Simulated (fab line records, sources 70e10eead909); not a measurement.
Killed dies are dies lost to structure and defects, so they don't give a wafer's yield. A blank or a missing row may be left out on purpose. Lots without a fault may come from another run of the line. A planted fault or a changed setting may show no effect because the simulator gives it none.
One fault seen from 2 desks | flow nand_harc | each desk has only its own numbers; what lay behind them comes last

THE TOOL OWNER'S DESK: cvd_w-02
The tool's own readings at NHARC_A_WL_FILL_CVD_03 (deposits W, target thk 40 nm, time 279 s): means of the sampled wafers that have a number, for each lot that ran on this tool. A lot is out of limits, marked OUT, if its mean lies more than 4 standard deviations from the usual mean; the brackets give that distance.
Columns: A = heater_power_w at NHARC_A_WL_FILL_CVD_03, usual 451 W; B = mfc_ar_sccm at NHARC_A_WL_FILL_CVD_03, usual 1560 sccm; C = throttle_valve_pct at NHARC_A_WL_FILL_CVD_03, usual 7.9 %
lot  | first seen here | A   | B    | C
L933 | day 21 03:34    | 440 | 1557 | 8.0
L932 | day 21 07:41    | 444 | 1554 | 7.9
L934 | day 21 20:37    | 438 | 1561 | 7.7
L936 | day 22 03:15    | 466 | 1560 | 7.7
L937 | day 23 09:16    | 469 | 1563 | 7.7
L941 | day 24 11:24    | 477 | 1556 | 7.7
L939 | day 24 21:43    | 439 | 1566 | 8.2
L944 | day 26 18:07    | 445 | 1558 | 8.1
L945 | day 26 21:58    | 496 | 1557 | 7.7
L953 | day 29 21:49    | 460 | 1562 | 7.6
This desk's finding: nothing out of limits on any of the 10 lots.

THE METROLOGY DESK
What the gauges read, lot by lot, whatever tool the lot ran on: means of the sampled wafers that have a number. A lot is out of limits, marked OUT, if its mean lies more than 4 standard deviations from the usual mean; the brackets give that distance.
Columns: A = thk_nm at NHARC_THIN_TSV_THK_MEAS_02, usual 3026 nm
lot  | first seen here | A
L932 | day 24 20:15    | 2842
L933 | day 24 21:28    | 3298
L934 | day 25 07:24    | 2849
L935 | day 25 11:56    | 2987
L936 | day 25 13:07    | 2972
L937 | day 26 18:39    | 3130
L938 | day 26 19:50    | 2929
L941 | day 27 19:37    | 2859
L940 | day 27 20:48    | 3130
L939 | day 28 09:04    | 3102
L943 | day 28 23:58    | 2760
L953 | day 33 04:08    | 3156
This desk's finding: nothing out of limits on any of the 12 lots.

PUT TOGETHER
The tool owner's desk saw nothing out of limits.
The metrology desk saw nothing out of limits.

WHAT THE SIMULATOR HAD PUT IN
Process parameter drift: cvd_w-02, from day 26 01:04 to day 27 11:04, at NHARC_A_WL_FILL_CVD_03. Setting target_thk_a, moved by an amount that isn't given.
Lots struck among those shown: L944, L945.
